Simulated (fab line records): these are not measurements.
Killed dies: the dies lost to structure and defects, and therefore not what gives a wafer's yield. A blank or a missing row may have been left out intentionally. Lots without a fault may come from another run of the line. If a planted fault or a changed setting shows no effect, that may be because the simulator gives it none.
Matching of chambers | flow n5_finfet | rie_diel-05 running N5_BEOL_M7_ETCH_72: 4 sister chambers
The step etches underlayer in N2/H2, target depth 6.5 nm, time 5.2 s. 4 wafers are shown with their chamber, then 11 later ones without.

WAFERS PAIRED WITH THEIR CHAMBERS
wafer  | chamber | drypump_motor_current_A (A)
L084.1 | 2       | 5.8
L084.4 | 3       | 5.6
L084.6 | 1       | 5.8
L087.2 | 0       | 5.1

WAFERS WITH NO CHAMBER GIVEN
wafer  | drypump_motor_current_A (A)
L087.5 | 5.9
L087.6 | 5.8
L089.1 | 5.8
L089.2 | 5.8
L089.6 | 5.1
L093.2 | 5.2
L093.4 | 5.8
L093.5 | 5.7
L096.1 | 5.9
L096.5 | 5.8
L096.6 | 5.7

CHAMBER TAKEN BY EACH
wafer  | from the rows above          | in truth
L087.5 | can't be placed: 1 or 2      | 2
L087.6 | can't be placed: 1 or 2      | 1
L089.1 | can't be placed: 1 or 2      | 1
L089.2 | can't be placed: 1 or 2      | 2
L089.6 | 0                            | 0
L093.2 | 0                            | 0
L093.4 | can't be placed: 1 or 2      | 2
L093.5 | can't be placed: 1 or 2 or 3 | 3
L096.1 | can't be placed: 1 or 2      | 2
L096.5 | can't be placed: 1 or 2      | 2
L096.6 | can't be placed: 1 or 2 or 3 | 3
2 of 11 placed correctly. Can't be placed from these rows: 9 (the true chamber is among the candidates in 9). 0 placed wrongly.
How it was worked out, from the rows above alone: a wafer's distance from a chamber is the root of the sum, over the readings, of the square of ((its reading less the chamber's mean) divided by the reading's scatter). The wafer belongs to the nearest chamber; if the next one is less than 2 further off, it can't be placed. A chamber's mean is the mean of its shown wafers. The scatter (one wafer shown for each chamber): square how far every hidden wafer sits from the nearest shown wafer, average those squares and take the square root.
